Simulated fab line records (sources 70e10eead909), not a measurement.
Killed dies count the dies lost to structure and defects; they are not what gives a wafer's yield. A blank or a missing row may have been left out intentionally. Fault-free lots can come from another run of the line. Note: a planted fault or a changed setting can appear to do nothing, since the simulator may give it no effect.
Which tool is to blame?    flow nand-harc    24 lots with 72 wafers sampled at 2 steps, on a route of 1302 steps

== WHAT EACH GAUGE READ, for each wafer ==
NHARC_P_CONTACT_OVL_MEAS_13. Usual: overlay-x-nm 0.1 nm, standard deviation 0.62; overlay-y-nm -0.2 nm, standard deviation 0.9.
lot   measured      on          overlay-x-nm (nm)  overlay-y-nm (nm)  flag
L074  day 6 01:34   overlay-01  0.8 0.6 0.2        -0.9 -0.5 -1.1     
L075  day 6 06:02   overlay-01  -0.3 0.3 -0.5      0.6 0.5 0.3        
L076  day 6 15:19   overlay-02  0.3 0.4 0.6        -0.3 0.6 0.1       
L077  day 7 02:01   overlay-01  -0.3 0.5 -0.1      -0.8 -0.8 -0.4     
L078  day 7 20:13   overlay-02  0.8 1.0 1.5        1.1 0.6 0.6        
L079  day 7 23:11   overlay-02  0.5 0.4 0.8        -0.2 0.3 -0.1      
L080  day 8 11:28   overlay-02  -1.3 -1.2 -1.4     0.3 0.7 0.4        
L081  day 8 18:03   overlay-02  -0.4 -0.4 -0.5     0.7 1.4 0.7        
L082  day 9 09:49   overlay-01  -0.4 0.0 -0.5      0.0 -0.3 0.1       
L083  day 9 10:13   overlay-02  0.5 0.5 1.0        -0.5 -0.7 -0.8     
L084  day 10 06:24  overlay-02  -0.8 -1.3 -1.0     -1.0 -0.3 -0.1     
L085  day 10 18:30  overlay-01  0.7 0.8 0.7        -0.6 -0.8 -0.5     
L086  day 10 20:38  overlay-02  0.9 0.9 1.4        -0.6 -0.5 -0.5     
L087  day 11 06:49  overlay-02  0.1 0.1 0.5        -1.7 -1.9 -2.1     
L089  day 11 22:04  overlay-02  0.6 -0.2 0.5       1.4 1.1 1.7        
L088  day 11 23:11  overlay-02  -0.6 -0.5 -0.4     -1.3 -1.3 -0.4     
L090  day 12 22:04  overlay-02  0.0 0.1 0.1        0.8 0.8 0.5        
L091  day 13 00:10  overlay-01  0.0 0.0 0.0        -1.1 -1.7 -1.1     
L092  day 13 17:45  overlay-02  0.4 0.1 -0.2       -1.6 -1.2 -1.3     
L093  day 14 02:07  overlay-01  -0.3 0.1 -0.1      0.9 1.0 0.7        
L095  day 14 12:37  overlay-02  -0.2 0.1 0.2       0.1 0.0 0.6        
L094  day 14 13:31  overlay-02  -1.1 -0.3 -0.5     -0.9 -1.7 -1.2     
L096  day 14 23:19  overlay-02  -0.4 0.0 0.0       0.0 0.0 0.1        
L097  day 15 13:24  overlay-02  0.9 0.5 0.4        0.8 1.1 1.3        

== WHICH TOOL RAN EACH LOT (tool, then ch and the chambers of the sampled wafers, then the start) ==
lot   NHARC_P_CONTACT_DEP_30
L074  pecvd-01 ch 0,1, day 5 23:56
L075  pecvd-03 ch 0,1,2, day 6 04:25
L076  pecvd-04 ch 0,1,2, day 6 13:41
L077  pecvd-03 ch 0,1,2, day 7 00:28
L078  pecvd-03 ch 0,1,2, day 7 18:50
L079  pecvd-01 ch 1,2, day 7 21:46
L080  pecvd-03 ch 1,2, day 8 09:56
L081  pecvd-01 ch 0,1, day 8 16:32
L082  pecvd-04 ch 0,1, day 9 08:11
L083  pecvd-01 ch 0,1,2, day 9 08:35
L084  pecvd-03 ch 0,1,2, day 10 04:56
L085  pecvd-03 ch 0,2, day 10 16:55
L086  pecvd-03 ch 0,1,2, day 10 19:08
L087  pecvd-03 ch 0,1,2, day 11 05:18
L089  pecvd-01 ch 0,1, day 11 20:38
L088  pecvd-04 ch 1,2, day 11 21:23
L090  pecvd-01 ch 1,2, day 12 20:26
L091  pecvd-04 ch 1,2, day 12 22:17
L092  pecvd-04 ch 1,2, day 13 16:17
L093  pecvd-03 ch 0,1,2, day 14 00:29
L095  pecvd-04 ch 0,1, day 14 11:07
L094  pecvd-03 ch 0,2, day 14 11:53
L096  pecvd-01 ch 0,2, day 14 21:43
L097  pecvd-04 ch 1,2, day 15 11:56
- NHARC_P_CONTACT_DEP_30: deposits SiNx, target thk 30 nm.

== WHAT THE TOOLS THEMSELVES READ (means of the sampled wafers that have a number; where no wafer has one, the mark that the record gives instead) ==
NHARC_P_CONTACT_DEP_30. Usual: heater-power-outer-w 420 W, standard deviation 56; heater-power-w 669 W, standard deviation 66.
lot   tool      heater-power-outer-w (W)  heater-power-w (W)  flag
L074  pecvd-01  404                       626                 
L075  pecvd-03  439                       678                 
L076  pecvd-04  419                       713                 
L077  pecvd-03  440                       696                 
L078  pecvd-03  448                       696                 
L079  pecvd-01  445                       689                 
L080  pecvd-03  419                       678                 
L081  pecvd-01  430                       680                 
L082  pecvd-04  435                       709                 
L083  pecvd-01  396                       618                 
L084  pecvd-03  437                       672                 
L085  pecvd-03  514                       751                 
L086  pecvd-03  439                       669                 
L087  pecvd-03  399                       626                 
L089  pecvd-01  439                       698                 
L088  pecvd-04  336                       582                 
L090  pecvd-01  437                       677                 
L091  pecvd-04  413                       690                 
L092  pecvd-04  344                       604                 
L093  pecvd-03  461                       716                 
L095  pecvd-04  407                       689                 
L094  pecvd-03  462                       721                 
L096  pecvd-01  462                       705                 
L097  pecvd-04  341                       598                 

== THE ANSWER, worked out from the rows above alone ==
Rule: lot off if the mean of its wafers having a number is beyond 3 standard deviations from the usual mean. A lot without any number at a reading at which 4 lots or more have one is off too. Any other lot the step has rows for is counted as sound. The gauges are gone through in route order, then the tools' own readings, and for those a lot's mean is taken as printed above. At the first step where some lot is off, the reading lying furthest off is the one used; lots without a number count as furthest.
No lot is off at any reading shown: from this, nothing can be told.

== WHAT WAS PUT IN BY THE SIMULATOR ==
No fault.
